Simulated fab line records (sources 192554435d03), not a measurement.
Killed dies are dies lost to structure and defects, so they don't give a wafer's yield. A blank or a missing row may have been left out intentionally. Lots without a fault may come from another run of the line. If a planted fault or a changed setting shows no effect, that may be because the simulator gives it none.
3 desks looking at one fault :: flow n5-finfet :: what lay behind the numbers comes last; until then each desk has only its own

AT THE METROLOGY DESK
Means of the sampled wafers that have a number, per lot and without regard to the tool the lot ran on: this is what the gauges read. If a lot's mean is further than 4 standard deviations from the usual mean, the lot is out of limits and carries the mark OUT (the distance appears in the brackets).
Columns: A = M10_OVL at N5_BEOL_M10_OVL_MEAS_12, usual 0.3 nm
lot: L959
first seen here: day 10 11:34
A: -0.2

lot: L961
first seen here: day 11 05:46
A: 0.4

lot: L962
first seen here: day 11 16:42
A: 0.4

lot: L968
first seen here: day 12 19:26
A: 0.5

lot: L974
first seen here: day 14 09:55
A: 1.4

lot: L973
first seen here: day 14 13:50
A: 0.6

lot: L976
first seen here: day 14 17:13
A: 0.5

lot: L977
first seen here: day 15 15:20
A: 1.2

lot: L979
first seen here: day 15 20:43
A: -0.4

lot: L980
first seen here: day 16 00:41
A: 0.6
Result from this desk: across the 10 lots, nothing is out of limits.

DESK OF THE TOOL OWNER: rie-diel-02
The tool's own readings at N5_BEOL_M10_ETCH_62 (etches SOC in N2/H2, target depth 110 nm, overetch 22 nm, time 165 s): means of the sampled wafers that have a number, for each lot that ran on this tool. If a lot's mean is further than 4 standard deviations from the usual mean, the lot is out of limits and carries the mark OUT (the distance appears in the brackets).
Columns: A = drypump-motor-current-A at N5_BEOL_M10_ETCH_62, usual 5.7 A; B = oes-product-au at N5_BEOL_M10_ETCH_62, usual 0.69 a.u.; C = rf-fwd-power-W at N5_BEOL_M10_ETCH_62, usual 837.8 W; D = rf-vpp-V at N5_BEOL_M10_ETCH_62, usual 524.9 V; E = showerhead-plenum-p-Torr at N5_BEOL_M10_ETCH_62, usual 2.58 Torr; F = temp-c at N5_BEOL_M10_ETCH_62, usual 40.00 C; G = throttle-valve-pct at N5_BEOL_M10_ETCH_62, usual 17.74 %
lot: L961
first seen here: day 11 05:55
A: 5.9
B: 0.71
C: 835.7
D: 523.7
E: 2.51
F: 40.06
G: 17.91

lot: L962
first seen here: day 11 17:01
A: 5.7
B: 0.72
C: 838.6
D: 523.8
E: 2.54
F: 40.08
G: 17.70

lot: L968
first seen here: day 12 19:43
A: 5.7
B: 0.71
C: 836.4
D: 523.7
E: 2.54
F: 40.02
G: 17.70

lot: L979
first seen here: day 15 21:01
A: 5.3
B: 0.69
C: 836.5
D: 524.7
E: 2.56
F: 40.05
G: 17.55
Result from this desk: across the 4 lots, nothing is out of limits.

THE DEFECT DESK
Inspection counts along the route, by lot: the mean over sampled wafers that carry a number. If a lot's mean is further than 4 standard deviations from the usual mean, the lot is out of limits and carries the mark OUT (the distance appears in the brackets).
Columns: A = raw-defect-count at N5_BEOL_M10_INSPECT_30, usual 386
lot: L959
first seen here: day 10 12:56
A: 366

lot: L961
first seen here: day 11 10:26
A: 398

lot: L962
first seen here: day 11 18:10
A: 437

lot: L968
first seen here: day 13 00:12
A: 653

lot: L974
first seen here: day 14 12:11
A: 329

lot: L973
first seen here: day 14 15:34
A: 454

lot: L976
first seen here: day 14 19:30
A: 331

lot: L977
first seen here: day 15 18:22
A: 472

lot: L979
first seen here: day 15 23:59
A: 400

lot: L980
first seen here: day 16 01:32
A: 453
Result from this desk: across the 10 lots, nothing is out of limits.

BROUGHT TOGETHER
From the metrology desk's view, nothing was out of limits.
Nothing out of limits was seen by the tool owner's desk.
Nothing out of limits was seen by the defect desk.

WHAT THE SIMULATOR PUT IN
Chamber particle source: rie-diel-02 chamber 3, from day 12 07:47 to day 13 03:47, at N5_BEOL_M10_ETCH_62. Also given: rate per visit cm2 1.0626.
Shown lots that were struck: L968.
